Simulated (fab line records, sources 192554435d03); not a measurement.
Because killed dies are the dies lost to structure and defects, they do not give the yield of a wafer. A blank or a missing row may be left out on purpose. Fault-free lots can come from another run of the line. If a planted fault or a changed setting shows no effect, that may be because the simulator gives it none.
The tool behind it: which one? :: flow n5_finfet :: 45 wafers from 15 lots sampled at 4 of the route's 1938 steps

WHAT THE GAUGES READ, wafer by wafer
Not one reading of a measure or inspect step in the record can be checked against a usual standard deviation.

EACH LOT AND THE TOOL THAT RAN IT (in order: tool; ch and the chambers of the sampled wafers; start)
lot: L709
N5_BEOL_M7_ETCH_61: rie_diel-03 ch 0,1,3, day 8 20:46
N5_BEOL_M7_PEB_26: litho_track-01 ch 0, day 8 22:28
N5_BEOL_M7_ETCH_72: rie_diel-05 ch 0,2, day 8 22:57
N5_BEOL_M7_VIA_ETCH_34: rie_diel-05 ch 0,2, day 8 23:05

lot: L710
N5_BEOL_M7_ETCH_61: rie_diel-03 ch 0,1,2, day 9 14:32
N5_BEOL_M7_PEB_26: litho_track-03 ch 0, day 9 16:37
N5_BEOL_M7_ETCH_72: rie_diel-05 ch 2,3, day 9 16:50
N5_BEOL_M7_VIA_ETCH_34: rie_diel-05 ch 2,3, day 9 16:59

lot: L711
N5_BEOL_M7_ETCH_61: rie_diel-05 ch 1,2,3, day 9 21:38
N5_BEOL_M7_PEB_26: litho_track-03 ch 0, day 9 22:20
N5_BEOL_M7_ETCH_72: rie_diel-03 ch 0,1,2, day 9 22:34
N5_BEOL_M7_VIA_ETCH_34: rie_diel-03 ch 0,1,2, day 9 22:42

lot: L713
N5_BEOL_M7_ETCH_61: rie_diel-01 ch 1,2, day 9 23:07
N5_BEOL_M7_PEB_26: litho_track-01 ch 0, day 9 23:47
N5_BEOL_M7_ETCH_72: rie_diel-01 ch 1,2,3, day 10 00:01
N5_BEOL_M7_VIA_ETCH_34: rie_diel-01 ch 1,2,3, day 10 00:10

lot: L715
N5_BEOL_M7_ETCH_61: rie_diel-05 ch 0,2,3, day 10 19:27
N5_BEOL_M7_PEB_26: litho_track-05, day 10 20:18
N5_BEOL_M7_ETCH_72: rie_diel-01 ch 0,2,3, day 10 20:31
N5_BEOL_M7_VIA_ETCH_34: rie_diel-01 ch 0,2,3, day 10 20:40

lot: L717
N5_BEOL_M7_ETCH_61: rie_diel-01 ch 0,2,3, day 10 20:10
N5_BEOL_M7_PEB_26: litho_track-05, day 10 20:51
N5_BEOL_M7_ETCH_72: rie_diel-01 ch 0,2, day 10 21:05
N5_BEOL_M7_VIA_ETCH_34: rie_diel-01 ch 0,2, day 10 21:13

lot: L718
N5_BEOL_M7_ETCH_61: rie_diel-01 ch 0,3, day 11 01:59
N5_BEOL_M7_PEB_26: litho_track-01, day 11 04:43
N5_BEOL_M7_ETCH_72: rie_diel-03 ch 1,2,3, day 11 05:07
N5_BEOL_M7_VIA_ETCH_34: rie_diel-03 ch 1,2,3, day 11 05:15

lot: L723
N5_BEOL_M7_ETCH_61: rie_diel-05 ch 2,3, day 12 00:44
N5_BEOL_M7_PEB_26: litho_track-01 ch 0, day 12 01:45
N5_BEOL_M7_ETCH_72: rie_diel-03 ch 1,2,3, day 12 02:23
N5_BEOL_M7_VIA_ETCH_34: rie_diel-03 ch 1,2,3, day 12 02:31

lot: L722
N5_BEOL_M7_ETCH_61: rie_diel-03 ch 0,3, day 12 23:48
N5_BEOL_M7_PEB_26: litho_track-01 ch 0, day 13 00:53
N5_BEOL_M7_ETCH_72: rie_diel-05 ch 2,3, day 13 01:07
N5_BEOL_M7_VIA_ETCH_34: rie_diel-05 ch 2,3, day 13 01:16

lot: L725
N5_BEOL_M7_ETCH_61: rie_diel-05 ch 0,2,3, day 13 07:17
N5_BEOL_M7_PEB_26: litho_track-05 ch 0, day 13 08:38
N5_BEOL_M7_ETCH_72: rie_diel-01 ch 1,2,3, day 13 08:51
N5_BEOL_M7_VIA_ETCH_34: rie_diel-01 ch 1,2,3, day 13 09:00

lot: L727
N5_BEOL_M7_ETCH_61: rie_diel-01 ch 0,2,3, day 13 09:55
N5_BEOL_M7_PEB_26: litho_track-05 ch 0, day 13 11:41
N5_BEOL_M7_ETCH_72: rie_diel-01 ch 1,2,3, day 13 11:54
N5_BEOL_M7_VIA_ETCH_34: rie_diel-01 ch 1,2,3, day 13 12:03

lot: L728
N5_BEOL_M7_ETCH_61: rie_diel-01 ch 0,2, day 13 10:10
N5_BEOL_M7_PEB_26: litho_track-05 ch 0, day 13 11:49
N5_BEOL_M7_ETCH_72: rie_diel-01 ch 0,2, day 13 12:18
N5_BEOL_M7_VIA_ETCH_34: rie_diel-01 ch 0,2, day 13 12:27

lot: L729
N5_BEOL_M7_ETCH_61: rie_diel-01 ch 0,3, day 14 07:59
N5_BEOL_M7_PEB_26: litho_track-05 ch 0, day 14 11:01
N5_BEOL_M7_ETCH_72: rie_diel-01 ch 1,3, day 14 11:29
N5_BEOL_M7_VIA_ETCH_34: rie_diel-01 ch 1,3, day 14 11:38

lot: L730
N5_BEOL_M7_ETCH_61: rie_diel-03 ch 2,3, day 14 12:17
N5_BEOL_M7_PEB_26: litho_track-05 ch 0, day 14 14:52
N5_BEOL_M7_ETCH_72: rie_diel-01 ch 1,2,3, day 14 15:23
N5_BEOL_M7_VIA_ETCH_34: rie_diel-01 ch 1,2,3, day 14 15:32

lot: L732
N5_BEOL_M7_ETCH_61: rie_diel-01 ch 0,1, day 14 12:50
N5_BEOL_M7_PEB_26: litho_track-01 ch 0, day 14 14:46
N5_BEOL_M7_ETCH_72: rie_diel-01 ch 1,2,3, day 14 14:59
N5_BEOL_M7_VIA_ETCH_34: rie_diel-01 ch 1,2,3, day 14 15:08
- N5_BEOL_M7_ETCH_61: etches SiARC in CF4, target depth 45.5 nm, time 75.8 s.
- N5_BEOL_M7_PEB_26: peb time 60 s.
- N5_BEOL_M7_ETCH_72: etches underlayer in N2/H2, target depth 6.5 nm, time 5.2 s.
- N5_BEOL_M7_VIA_ETCH_34: etches SiCOH lowk in C4F6/O2, target depth 125.5 nm, time 50.5 s.

WHAT THE TOOLS THEMSELVES READ (means of the sampled wafers that have a number; where no wafer has one, the mark that the record gives instead)
N5_BEOL_M7_ETCH_61. Usual: cf4_flow_sccm 100.04 sccm, standard deviation 0.3; chamber_pressure_mTorr 40.00 mTorr, standard deviation 0.037; drypump_motor_current_A 5.8 A, standard deviation 0.52; etch_rf_on_time_s 74.7 s, standard deviation 2.9; oes_product_au 0.69 a.u., standard deviation 0.075; rf_vpp_V 183.8 V, standard deviation 1.1; showerhead_plenum_p_Torr 2.12 Torr, standard deviation 0.055; throttle_valve_pct 15.54 %, standard deviation 0.24.
lot: L709
tool: rie_diel-03
cf4_flow_sccm (sccm): 100.01
chamber_pressure_mTorr (mTorr): 40.00
drypump_motor_current_A (A): 5.9
etch_rf_on_time_s (s): 72.1
oes_product_au (a.u.): 0.73
rf_vpp_V (V): 184.0
showerhead_plenum_p_Torr (Torr): 2.12
throttle_valve_pct (%): 15.60
flag: 

lot: L710
tool: rie_diel-03
cf4_flow_sccm (sccm): 100.12
chamber_pressure_mTorr (mTorr): 40.03
drypump_motor_current_A (A): 5.5
etch_rf_on_time_s (s): 74.8
oes_product_au (a.u.): 0.66
rf_vpp_V (V): 183.5
showerhead_plenum_p_Torr (Torr): 2.13
throttle_valve_pct (%): 15.84
flag: 

lot: L711
tool: rie_diel-05
cf4_flow_sccm (sccm): 99.80
chamber_pressure_mTorr (mTorr): 40.00
drypump_motor_current_A (A): 5.5
etch_rf_on_time_s (s): 75.2
oes_product_au (a.u.): 0.75
rf_vpp_V (V): 185.3
showerhead_plenum_p_Torr (Torr): 2.17
throttle_valve_pct (%): 15.30
flag: 

lot: L713
tool: rie_diel-01
cf4_flow_sccm (sccm): 99.99
chamber_pressure_mTorr (mTorr): 39.97
drypump_motor_current_A (A): 5.7
etch_rf_on_time_s (s): 75.5
oes_product_au (a.u.): 0.63
rf_vpp_V (V): 183.2
showerhead_plenum_p_Torr (Torr): 2.05
throttle_valve_pct (%): 15.64
flag: 

lot: L715
tool: rie_diel-05
cf4_flow_sccm (sccm): 100.03
chamber_pressure_mTorr (mTorr): 39.98
drypump_motor_current_A (A): 5.9
etch_rf_on_time_s (s): 73.5
oes_product_au (a.u.): 0.73
rf_vpp_V (V): 183.1
showerhead_plenum_p_Torr (Torr): 2.14
throttle_valve_pct (%): 15.45
flag: 

lot: L717
tool: rie_diel-01
cf4_flow_sccm (sccm): 100.26
chamber_pressure_mTorr (mTorr): 39.99
drypump_motor_current_A (A): 6.0
etch_rf_on_time_s (s): 76.5
oes_product_au (a.u.): 0.66
rf_vpp_V (V): 183.6
showerhead_plenum_p_Torr (Torr): 2.09
throttle_valve_pct (%): 15.57
flag: 

lot: L718
tool: rie_diel-01
cf4_flow_sccm (sccm): 99.92
chamber_pressure_mTorr (mTorr): 39.99
drypump_motor_current_A (A): 6.2
etch_rf_on_time_s (s): 77.3
oes_product_au (a.u.): 0.63
rf_vpp_V (V): 183.7
showerhead_plenum_p_Torr (Torr): 2.08
throttle_valve_pct (%): 15.65
flag: 

lot: L723
tool: rie_diel-05
cf4_flow_sccm (sccm): 100.07
chamber_pressure_mTorr (mTorr): 40.01
drypump_motor_current_A (A): 5.6
etch_rf_on_time_s (s): 72.4
oes_product_au (a.u.): 0.77
rf_vpp_V (V): 184.3
showerhead_plenum_p_Torr (Torr): 2.17
throttle_valve_pct (%): 15.40
flag: 

lot: L722
tool: rie_diel-03
cf4_flow_sccm (sccm): 99.76
chamber_pressure_mTorr (mTorr): 40.01
drypump_motor_current_A (A): 6.5
etch_rf_on_time_s (s): 71.8
oes_product_au (a.u.): 0.77
rf_vpp_V (V): 183.4
showerhead_plenum_p_Torr (Torr): 2.10
throttle_valve_pct (%): 15.30
flag: 

lot: L725
tool: rie_diel-05
cf4_flow_sccm (sccm): 99.83
chamber_pressure_mTorr (mTorr): 40.01
drypump_motor_current_A (A): 5.8
etch_rf_on_time_s (s): 73.3
oes_product_au (a.u.): 0.71
rf_vpp_V (V): 184.0
showerhead_plenum_p_Torr (Torr): 2.13
throttle_valve_pct (%): 15.48
flag: 

lot: L727
tool: rie_diel-01
cf4_flow_sccm (sccm): 99.62
chamber_pressure_mTorr (mTorr): 40.00
drypump_motor_current_A (A): 6.0
etch_rf_on_time_s (s): 76.4
oes_product_au (a.u.): 0.64
rf_vpp_V (V): 183.2
showerhead_plenum_p_Torr (Torr): 2.08
throttle_valve_pct (%): 15.61
flag: 

lot: L728
tool: rie_diel-01
cf4_flow_sccm (sccm): 99.95
chamber_pressure_mTorr (mTorr): 39.96
drypump_motor_current_A (A): 5.7
etch_rf_on_time_s (s): 77.2
oes_product_au (a.u.): 0.67
rf_vpp_V (V): 184.2
showerhead_plenum_p_Torr (Torr): 2.09
throttle_valve_pct (%): 15.56
flag: 

lot: L729
tool: rie_diel-01
cf4_flow_sccm (sccm): 100.08
chamber_pressure_mTorr (mTorr): 39.98
drypump_motor_current_A (A): 6.2
etch_rf_on_time_s (s): 78.6
oes_product_au (a.u.): 0.61
rf_vpp_V (V): 182.7
showerhead_plenum_p_Torr (Torr): 2.08
throttle_valve_pct (%): 15.68
flag: 

lot: L730
tool: rie_diel-03
cf4_flow_sccm (sccm): 100.29
chamber_pressure_mTorr (mTorr): 40.00
drypump_motor_current_A (A): 6.0
etch_rf_on_time_s (s): 70.7
oes_product_au (a.u.): 0.70
rf_vpp_V (V): 183.7
showerhead_plenum_p_Torr (Torr): 2.10
throttle_valve_pct (%): 15.44
flag: 

lot: L732
tool: rie_diel-01
cf4_flow_sccm (sccm): 99.88
chamber_pressure_mTorr (mTorr): 39.97
drypump_motor_current_A (A): 5.9
etch_rf_on_time_s (s): 76.8
oes_product_au (a.u.): 0.66
rf_vpp_V (V): 185.1
showerhead_plenum_p_Torr (Torr): 2.17
throttle_valve_pct (%): 15.63
flag: 

N5_BEOL_M7_PEB_26. Usual: chill_plate_temp_C 23.01 C, standard deviation 0.1; exhaust_pa 45.0 Pa, standard deviation 0.85.
lot: L709
tool: litho_track-01
chill_plate_temp_C (C): 22.93
exhaust_pa (Pa): 45.2
flag: 

lot: L710
tool: litho_track-03
chill_plate_temp_C (C): 23.01
exhaust_pa (Pa): 43.8
flag: 

lot: L711
tool: litho_track-03
chill_plate_temp_C (C): 23.03
exhaust_pa (Pa): 45.0
flag: 

lot: L713
tool: litho_track-01
chill_plate_temp_C (C): 23.00
exhaust_pa (Pa): 44.1
flag: 

lot: L715
tool: litho_track-05
chill_plate_temp_C (C): -
exhaust_pa (Pa): -
flag: OFF

lot: L717
tool: litho_track-05
chill_plate_temp_C (C): -
exhaust_pa (Pa): -
flag: OFF

lot: L718
tool: litho_track-01
chill_plate_temp_C (C): -
exhaust_pa (Pa): -
flag: OFF

lot: L723
tool: litho_track-01
chill_plate_temp_C (C): 22.99
exhaust_pa (Pa): 45.4
flag: 

lot: L722
tool: litho_track-01
chill_plate_temp_C (C): 23.10
exhaust_pa (Pa): 44.8
flag: 

lot: L725
tool: litho_track-05
chill_plate_temp_C (C): 23.06
exhaust_pa (Pa): 44.9
flag: 

lot: L727
tool: litho_track-05
chill_plate_temp_C (C): 22.98
exhaust_pa (Pa): 45.1
flag: 

lot: L728
tool: litho_track-05
chill_plate_temp_C (C): 22.95
exhaust_pa (Pa): 46.0
flag: 

lot: L729
tool: litho_track-05
chill_plate_temp_C (C): 22.95
exhaust_pa (Pa): 45.2
flag: 

lot: L730
tool: litho_track-05
chill_plate_temp_C (C): 22.84
exhaust_pa (Pa): 44.3
flag: 

lot: L732
tool: litho_track-01
chill_plate_temp_C (C): 23.13
exhaust_pa (Pa): 45.2
flag: 

N5_BEOL_M7_ETCH_72. Usual: chamber_pressure_mTorr is 30.00 mTorr with standard deviation 0.047, drypump_motor_current_A is 5.8 A with standard deviation 0.46, etch_rf_on_time_s is 5.13 s with standard deviation 0.21, oes_product_au is 0.70 a.u. with standard deviation 0.072, rf_vpp_V is 523.4 V with standard deviation 2.5, showerhead_plenum_p_Torr is 2.53 Torr with standard deviation 0.076, and throttle_valve_pct is 17.77 % with standard deviation 0.23.
lot: L709
tool: rie_diel-05
chamber_pressure_mTorr (mTorr): 30.01
drypump_motor_current_A (A): 5.9
etch_rf_on_time_s (s): 5.14
oes_product_au (a.u.): 0.71
rf_vpp_V (V): 524.7
showerhead_plenum_p_Torr (Torr): 2.54
throttle_valve_pct (%): 17.69
flag: 

lot: L710
tool: rie_diel-05
chamber_pressure_mTorr (mTorr): 30.01
drypump_motor_current_A (A): 5.7
etch_rf_on_time_s (s): 5.06
oes_product_au (a.u.): 0.76
rf_vpp_V (V): 523.7
showerhead_plenum_p_Torr (Torr): 2.60
throttle_valve_pct (%): 17.66
flag: 

lot: L711
tool: rie_diel-03
chamber_pressure_mTorr (mTorr): 30.02
drypump_motor_current_A (A): 5.5
etch_rf_on_time_s (s): 5.08
oes_product_au (a.u.): 0.65
rf_vpp_V (V): 522.8
showerhead_plenum_p_Torr (Torr): 2.50
throttle_valve_pct (%): 18.01
flag: 

lot: L713
tool: rie_diel-01
chamber_pressure_mTorr (mTorr): 29.99
drypump_motor_current_A (A): 5.9
etch_rf_on_time_s (s): 5.26
oes_product_au (a.u.): 0.64
rf_vpp_V (V): 521.0
showerhead_plenum_p_Torr (Torr): 2.43
throttle_valve_pct (%): 17.78
flag: 

lot: L715
tool: rie_diel-01
chamber_pressure_mTorr (mTorr): 29.99
drypump_motor_current_A (A): 6.0
etch_rf_on_time_s (s): 5.29
oes_product_au (a.u.): 0.66
rf_vpp_V (V): 522.2
showerhead_plenum_p_Torr (Torr): 2.48
throttle_valve_pct (%): 17.77
flag: 

lot: L717
tool: rie_diel-01
chamber_pressure_mTorr (mTorr): 29.99
drypump_motor_current_A (A): 5.9
etch_rf_on_time_s (s): 5.18
oes_product_au (a.u.): 0.65
rf_vpp_V (V): 522.6
showerhead_plenum_p_Torr (Torr): 2.50
throttle_valve_pct (%): 17.79
flag: 

lot: L718
tool: rie_diel-03
chamber_pressure_mTorr (mTorr): 30.03
drypump_motor_current_A (A): 5.4
etch_rf_on_time_s (s): 4.95
oes_product_au (a.u.): 0.71
rf_vpp_V (V): 522.1
showerhead_plenum_p_Torr (Torr): 2.50
throttle_valve_pct (%): 17.95
flag: 

lot: L723
tool: rie_diel-03
chamber_pressure_mTorr (mTorr): 30.00
drypump_motor_current_A (A): 5.4
etch_rf_on_time_s (s): 4.88
oes_product_au (a.u.): 0.71
rf_vpp_V (V): 521.3
showerhead_plenum_p_Torr (Torr): 2.50
throttle_valve_pct (%): 17.96
flag: 

lot: L722
tool: rie_diel-05
chamber_pressure_mTorr (mTorr): 29.99
drypump_motor_current_A (A): 5.6
etch_rf_on_time_s (s): 4.85
oes_product_au (a.u.): 0.76
rf_vpp_V (V): 525.3
showerhead_plenum_p_Torr (Torr): 2.60
throttle_valve_pct (%): 17.85
flag: 

lot: L725
tool: rie_diel-01
chamber_pressure_mTorr (mTorr): 29.98
drypump_motor_current_A (A): 5.9
etch_rf_on_time_s (s): 5.23
oes_product_au (a.u.): 0.70
rf_vpp_V (V): 523.4
showerhead_plenum_p_Torr (Torr): 2.53
throttle_valve_pct (%): 17.67
flag: 

lot: L727
tool: rie_diel-01
chamber_pressure_mTorr (mTorr): 30.00
drypump_motor_current_A (A): 5.9
etch_rf_on_time_s (s): 5.26
oes_product_au (a.u.): 0.69
rf_vpp_V (V): 523.6
showerhead_plenum_p_Torr (Torr): 2.53
throttle_valve_pct (%): 17.67
flag: 

lot: L728
tool: rie_diel-01
chamber_pressure_mTorr (mTorr): 29.94
drypump_motor_current_A (A): 5.8
etch_rf_on_time_s (s): 5.17
oes_product_au (a.u.): 0.67
rf_vpp_V (V): 521.9
showerhead_plenum_p_Torr (Torr): 2.47
throttle_valve_pct (%): 17.74
flag: 

lot: L729
tool: rie_diel-01
chamber_pressure_mTorr (mTorr): 30.05
drypump_motor_current_A (A): 6.1
etch_rf_on_time_s (s): 5.34
oes_product_au (a.u.): 0.66
rf_vpp_V (V): 524.9
showerhead_plenum_p_Torr (Torr): 2.53
throttle_valve_pct (%): 17.74
flag: 

lot: L730
tool: rie_diel-01
chamber_pressure_mTorr (mTorr): 30.00
drypump_motor_current_A (A): 5.9
etch_rf_on_time_s (s): 5.19
oes_product_au (a.u.): 0.70
rf_vpp_V (V): 525.5
showerhead_plenum_p_Torr (Torr): 2.53
throttle_valve_pct (%): 17.68
flag: 

lot: L732
tool: rie_diel-01
chamber_pressure_mTorr (mTorr): 30.00
drypump_motor_current_A (A): 5.9
etch_rf_on_time_s (s): 5.17
oes_product_au (a.u.): 0.69
rf_vpp_V (V): 523.2
showerhead_plenum_p_Torr (Torr): 2.52
throttle_valve_pct (%): 17.68
flag: 

N5_BEOL_M7_VIA_ETCH_34. Usual: chamber_pressure_mTorr 30.002 mTorr, standard deviation 0.028; drypump_motor_current_A 5.8 A, standard deviation 0.46; oes_product_au 0.81 a.u., standard deviation 0.083; rf_vpp_V 660 V, standard deviation 20; showerhead_plenum_p_Torr 2.83 Torr, standard deviation 0.079; throttle_valve_pct 20.80 %, standard deviation 0.24.
lot: L709
tool: rie_diel-05
chamber_pressure_mTorr (mTorr): 30.006
drypump_motor_current_A (A): 5.9
oes_product_au (a.u.): 0.84
rf_vpp_V (V): 659
showerhead_plenum_p_Torr (Torr): 2.83
throttle_valve_pct (%): 20.56
flag: 

lot: L710
tool: rie_diel-05
chamber_pressure_mTorr (mTorr): 30.006
drypump_motor_current_A (A): 5.7
oes_product_au (a.u.): 0.89
rf_vpp_V (V): 671
showerhead_plenum_p_Torr (Torr): 2.88
throttle_valve_pct (%): 20.52
flag: 

lot: L711
tool: rie_diel-03
chamber_pressure_mTorr (mTorr): 29.991
drypump_motor_current_A (A): 5.5
oes_product_au (a.u.): 0.77
rf_vpp_V (V): 663
showerhead_plenum_p_Torr (Torr): 2.82
throttle_valve_pct (%): 21.13
flag: 

lot: L713
tool: rie_diel-01
chamber_pressure_mTorr (mTorr): 29.989
drypump_motor_current_A (A): 5.9
oes_product_au (a.u.): 0.75
rf_vpp_V (V): 644
showerhead_plenum_p_Torr (Torr): 2.74
throttle_valve_pct (%): 20.86
flag: 

lot: L715
tool: rie_diel-01
chamber_pressure_mTorr (mTorr): 30.012
drypump_motor_current_A (A): 6.0
oes_product_au (a.u.): 0.77
rf_vpp_V (V): 657
showerhead_plenum_p_Torr (Torr): 2.79
throttle_valve_pct (%): 20.89
flag: 

lot: L717
tool: rie_diel-01
chamber_pressure_mTorr (mTorr): 30.019
drypump_motor_current_A (A): 5.9
oes_product_au (a.u.): 0.77
rf_vpp_V (V): 677
showerhead_plenum_p_Torr (Torr): 2.81
throttle_valve_pct (%): 20.92
flag: 

lot: L718
tool: rie_diel-03
chamber_pressure_mTorr (mTorr): 30.020
drypump_motor_current_A (A): 5.4
oes_product_au (a.u.): 0.82
rf_vpp_V (V): 666
showerhead_plenum_p_Torr (Torr): 2.79
throttle_valve_pct (%): 20.83
flag: 

lot: L723
tool: rie_diel-03
chamber_pressure_mTorr (mTorr): 30.014
drypump_motor_current_A (A): 5.4
oes_product_au (a.u.): 0.82
rf_vpp_V (V): 666
showerhead_plenum_p_Torr (Torr): 2.79
throttle_valve_pct (%): 20.85
flag: 

lot: L722
tool: rie_diel-05
chamber_pressure_mTorr (mTorr): 29.978
drypump_motor_current_A (A): 5.6
oes_product_au (a.u.): 0.88
rf_vpp_V (V): 667
showerhead_plenum_p_Torr (Torr): 2.88
throttle_valve_pct (%): 20.73
flag: 

lot: L725
tool: rie_diel-01
chamber_pressure_mTorr (mTorr): 30.018
drypump_motor_current_A (A): 5.9
oes_product_au (a.u.): 0.82
rf_vpp_V (V): 648
showerhead_plenum_p_Torr (Torr): 2.84
throttle_valve_pct (%): 20.77
flag: 

lot: L727
tool: rie_diel-01
chamber_pressure_mTorr (mTorr): 29.991
drypump_motor_current_A (A): 5.9
oes_product_au (a.u.): 0.83
rf_vpp_V (V): 648
showerhead_plenum_p_Torr (Torr): 2.84
throttle_valve_pct (%): 20.76
flag: 

lot: L728
tool: rie_diel-01
chamber_pressure_mTorr (mTorr): 30.023
drypump_motor_current_A (A): 5.7
oes_product_au (a.u.): 0.78
rf_vpp_V (V): 668
showerhead_plenum_p_Torr (Torr): 2.79
throttle_valve_pct (%): 20.88
flag: 

lot: L729
tool: rie_diel-01
chamber_pressure_mTorr (mTorr): 29.988
drypump_motor_current_A (A): 6.1
oes_product_au (a.u.): 0.78
rf_vpp_V (V): 634
showerhead_plenum_p_Torr (Torr): 2.83
throttle_valve_pct (%): 20.81
flag: 

lot: L730
tool: rie_diel-01
chamber_pressure_mTorr (mTorr): 30.014
drypump_motor_current_A (A): 5.9
oes_product_au (a.u.): 0.82
rf_vpp_V (V): 648
showerhead_plenum_p_Torr (Torr): 2.84
throttle_valve_pct (%): 20.78
flag: 

lot: L732
tool: rie_diel-01
chamber_pressure_mTorr (mTorr): 30.002
drypump_motor_current_A (A): 5.9
oes_product_au (a.u.): 0.81
rf_vpp_V (V): 648
showerhead_plenum_p_Torr (Torr): 2.84
throttle_valve_pct (%): 20.77
flag: 

THE ANSWER, worked out from the rows above alone
Rule: take the mean of a lot's wafers that have a number; if it is more than 3 standard deviations from the usual mean, the lot is off. A lot without any number at a reading at which 4 lots or more have one is off too. Any other lot the step has rows for is counted as sound. The gauges are gone through in route order, then the tools' own readings, and for those a lot's mean is taken as printed above. The first step at which some lot is off is used, and at that step the reading that is off furthest; a lot without a number counts as furthest.
Off at N5_BEOL_M7_PEB_26 (chill_plate_temp_C): L715, L717, L718. Without a number there: L715, L717, L718.
If a tool, at that step or one of the process steps before it, ran each lot that is off and ran no sound lot following the first of them, it fits. Of those tried, none fits.

WHAT HAD BEEN PUT IN BY THE SIMULATOR
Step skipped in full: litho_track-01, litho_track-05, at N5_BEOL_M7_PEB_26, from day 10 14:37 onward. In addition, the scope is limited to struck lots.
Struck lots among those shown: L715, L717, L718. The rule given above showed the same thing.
